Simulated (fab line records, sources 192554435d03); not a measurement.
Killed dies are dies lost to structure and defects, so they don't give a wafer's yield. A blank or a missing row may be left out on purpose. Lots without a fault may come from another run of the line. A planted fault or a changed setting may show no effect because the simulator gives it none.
Which tool did it? | flow n5_finfet | 24 lots, 72 wafers sampled, at 3 steps of a route of 1938

WHAT THE GAUGES READ, wafer by wafer
N5_BEOL_M13_CD_MEAS_17: target cd 190 nm. Usual: cd_nm 190.1 nm, standard deviation 1.5.
lot  | measured     | on        | cd_nm (nm)        | flag
L074 | day 11 00:09 | cd_sem-01 | 190.0 192.8 188.0 |
L075 | day 11 00:19 | cd_sem-02 | 190.1 189.9 192.0 |
L076 | day 11 05:40 | cd_sem-03 | 188.5 191.6 190.9 |
L077 | day 11 05:57 | cd_sem-03 | 188.7 186.8 187.8 |
L079 | day 11 18:52 | cd_sem-03 | 188.4 187.8 187.9 |
L078 | day 11 19:40 | cd_sem-03 | 190.2 190.2 189.4 |
L080 | day 12 04:00 | cd_sem-03 | 189.4 191.5 187.5 |
L081 | day 12 07:44 | cd_sem-01 | 193.8 193.2 188.0 |
L082 | day 12 10:41 | cd_sem-02 | 190.4 190.2 191.2 |
L083 | day 12 23:45 | cd_sem-03 | 191.7 190.8 190.9 |
L085 | day 13 03:10 | cd_sem-02 | 189.8 191.2 190.8 |
L084 | day 13 03:40 | cd_sem-01 | 190.0 189.0 190.7 |
L086 | day 14 04:31 | cd_sem-02 | 192.2 191.9 194.5 |
L087 | day 14 08:28 | cd_sem-03 | 192.2 191.3 192.1 |
L089 | day 14 14:43 | cd_sem-01 | 191.8 192.3 193.2 |
L088 | day 14 20:50 | cd_sem-02 | 190.9 191.7 192.1 |
L091 | day 15 03:01 | cd_sem-02 | 190.5 188.1 189.7 |
L090 | day 15 15:53 | cd_sem-01 | 189.1 189.8 189.9 |
L092 | day 16 09:19 | cd_sem-01 | 189.1 191.1 189.8 |
L093 | day 17 06:45 | cd_sem-01 | 188.6 188.1 190.3 |
L094 | day 17 14:26 | cd_sem-01 | 189.2 190.6 187.8 |
L096 | day 17 15:50 | cd_sem-02 | 190.5 189.7 190.4 |
L097 | day 18 21:22 | cd_sem-02 | 191.2 192.6 190.6 |
L095 | day 19 01:54 | cd_sem-02 | 188.7 189.1 188.5 |

N5_BEOL_M13_CD_MEAS_28: target cd 209.5 nm. Usual: cd_nm 209.2 nm, standard deviation 1.
lot  | measured     | on        | cd_nm (nm)        | flag
L074 | day 11 00:36 | cd_sem-02 | 210.2 208.4 208.9 |
L075 | day 11 00:46 | cd_sem-02 | 210.4 209.6 210.3 |
L076 | day 11 05:59 | cd_sem-01 | 207.6 207.2 208.6 |
L077 | day 11 06:24 | cd_sem-01 | 209.6 209.9 211.7 |
L079 | day 11 19:11 | cd_sem-02 | 210.2 209.3 210.9 |
L078 | day 11 20:07 | cd_sem-01 | 209.4 208.6 209.1 |
L080 | day 12 04:19 | cd_sem-02 | 211.9 209.6 209.9 |
L081 | day 12 08:04 | cd_sem-01 | 210.6 207.5 207.2 |
L082 | day 12 11:08 | cd_sem-01 | 206.9 208.6 209.3 |
L083 | day 13 00:05 | cd_sem-02 | 211.3 208.8 209.2 |
L085 | day 13 03:30 | cd_sem-03 | 208.2 209.7 209.2 |
L084 | day 13 04:07 | cd_sem-02 | 208.9 208.2 209.7 |
L086 | day 14 04:58 | cd_sem-03 | 209.7 209.3 208.8 |
L087 | day 14 08:47 | cd_sem-03 | 209.6 208.8 209.4 |
L089 | day 14 15:02 | cd_sem-03 | 207.4 207.9 207.3 |
L088 | day 14 21:10 | cd_sem-03 | 208.3 208.1 207.7 |
L091 | day 15 03:28 | cd_sem-01 | 209.2 208.6 207.5 |
L090 | day 15 16:13 | cd_sem-03 | 208.8 208.9 209.4 |
L092 | day 16 09:38 | cd_sem-03 | 210.2 209.1 209.9 |
L093 | day 17 07:12 | cd_sem-02 | 208.3 209.3 208.8 |
L094 | day 17 14:46 | cd_sem-01 | 209.6 209.8 210.1 |
L096 | day 17 16:18 | cd_sem-02 | 207.4 208.9 210.0 |
L097 | day 18 21:42 | cd_sem-02 | 211.5 209.5 210.4 |
L095 | day 19 02:13 | cd_sem-01 | 208.6 210.3 210.0 |

WHICH TOOL RAN EACH LOT (tool, then ch and the chambers of the sampled wafers, then the start)
lot  | N5_BEOL_M12_ETCH_68
L074 | rie_diel-03 ch 0,1,2, day 10 19:17
L075 | rie_diel-01 ch 0,1,3, day 10 20:47
L076 | rie_diel-05 ch 0,2, day 11 01:43
L077 | rie_diel-01 ch 0,2,3, day 11 02:20
L079 | rie_diel-01 ch 1,3, day 11 14:28
L078 | rie_diel-05 ch 0,2, day 11 14:49
L080 | rie_diel-05 ch 0,2, day 11 23:58
L081 | rie_diel-03 ch 2,3, day 12 04:42
L082 | rie_diel-03 ch 0,3, day 12 07:36
L083 | rie_diel-05 ch 1,2,3, day 12 19:25
L085 | rie_diel-03 ch 2,3, day 12 23:26
L084 | rie_diel-03 ch 0,1,2, day 13 00:19
L086 | rie_diel-01 ch 0,1, day 13 22:25
L087 | rie_diel-05 ch 0,1,2, day 14 03:10
L089 | rie_diel-05 ch 0,1, day 14 08:14
L088 | rie_diel-01 ch 0,1,2, day 14 16:15
L091 | rie_diel-03 ch 0,2,3, day 14 23:39
L090 | rie_diel-01 ch 2,3, day 15 10:51
L092 | rie_diel-03 ch 0,1,3, day 16 04:35
L093 | rie_diel-01 ch 1,2, day 16 23:46
L094 | rie_diel-05 ch 0,1,3, day 17 08:52
L096 | rie_diel-03 ch 0,2,3, day 17 10:16
L097 | rie_diel-01 ch 1,3, day 18 09:07
L095 | rie_diel-03 ch 0,1,3, day 18 19:13
- N5_BEOL_M12_ETCH_68: etches SOC in N2/H2, time 285 s.

WHAT THE TOOLS THEMSELVES READ (means of the sampled wafers that have a number; where no wafer has one, the mark that the record gives instead)
N5_BEOL_M12_ETCH_68. Usual: drypump_motor_current_A 5.7 A, standard deviation 0.41; oes_product_au 0.82 a.u., standard deviation 0.092; rf_vpp_V 524.9 V, standard deviation 2.9; showerhead_plenum_p_Torr 2.57 Torr, standard deviation 0.1; throttle_valve_pct 17.69 %, standard deviation 0.26.
lot  | tool        | drypump_motor_current_A (A) | oes_product_au (a.u.) | rf_vpp_V (V) | showerhead_plenum_p_Torr (Torr) | throttle_valve_pct (%) | flag
L074 | rie_diel-03 | 5.8                         | 0.87                  | 523.4        | 2.53                            | 17.59                  |
L075 | rie_diel-01 | 5.7                         | 0.84                  | 527.3        | 2.65                            | 17.77                  |
L076 | rie_diel-05 | 6.1                         | 0.79                  | 527.8        | 2.66                            | 17.76                  |
L077 | rie_diel-01 | 5.5                         | 0.84                  | 526.9        | 2.65                            | 17.80                  |
L079 | rie_diel-01 | 5.8                         | 0.87                  | 527.3        | 2.67                            | 17.90                  |
L078 | rie_diel-05 | 6.1                         | 0.78                  | 527.5        | 2.65                            | 17.77                  |
L080 | rie_diel-05 | 6.1                         | 0.86                  | 527.8        | 2.68                            | 17.57                  |
L081 | rie_diel-03 | 5.1                         | 0.78                  | 521.2        | 2.43                            | 17.84                  |
L082 | rie_diel-03 | 5.8                         | 0.68                  | 524.3        | 2.54                            | 18.02                  |
L083 | rie_diel-05 | 5.9                         | 0.78                  | 523.7        | 2.50                            | 17.72                  |
L085 | rie_diel-03 | 5.2                         | 0.82                  | 521.9        | 2.44                            | 17.70                  |
L084 | rie_diel-03 | 5.8                         | 0.83                  | 523.7        | 2.52                            | 17.62                  |
L086 | rie_diel-01 | 5.4                         | 0.77                  | 525.7        | 2.62                            | 17.70                  |
L087 | rie_diel-05 | 5.9                         | 0.83                  | 525.6        | 2.59                            | 17.62                  |
L089 | rie_diel-05 | 5.9                         | 0.89                  | 526.9        | 2.62                            | 17.40                  |
L088 | rie_diel-01 | 5.6                         | 0.80                  | 525.4        | 2.59                            | 17.70                  |
L091 | rie_diel-03 | 5.5                         | 0.84                  | 522.2        | 2.49                            | 17.72                  |
L090 | rie_diel-01 | 5.6                         | 0.83                  | 527.4        | 2.65                            | 17.96                  |
L092 | rie_diel-03 | 5.8                         | 0.93                  | 524.8        | 2.59                            | 17.47                  |
L093 | rie_diel-01 | 5.7                         | 0.80                  | 524.3        | 2.56                            | 17.68                  |
L094 | rie_diel-05 | 5.9                         | 0.88                  | 526.5        | 2.62                            | 17.44                  |
L096 | rie_diel-03 | 5.5                         | 0.89                  | 525.2        | 2.59                            | 17.59                  |
L097 | rie_diel-01 | 5.8                         | 0.81                  | 526.6        | 2.64                            | 17.98                  |
L095 | rie_diel-03 | 5.8                         | 0.88                  | 525.0        | 2.58                            | 17.52                  |

THE ANSWER, worked out from the rows above alone
Rule: a lot is off if the mean of its wafers that have a number lies more than 3 standard deviations from the usual mean. A lot without any number at a reading at which 4 lots or more have one is off too. The other lots that the step has rows for count as sound. The gauges are gone through in route order, then the tools' own readings, and for those a lot's mean is taken as printed above. The first step at which some lot is off is used, and at that step the reading that is off furthest; a lot without a number counts as furthest.
No lot is off at any reading shown: from this, nothing can be told.

WHAT THE SIMULATOR HAD PUT IN
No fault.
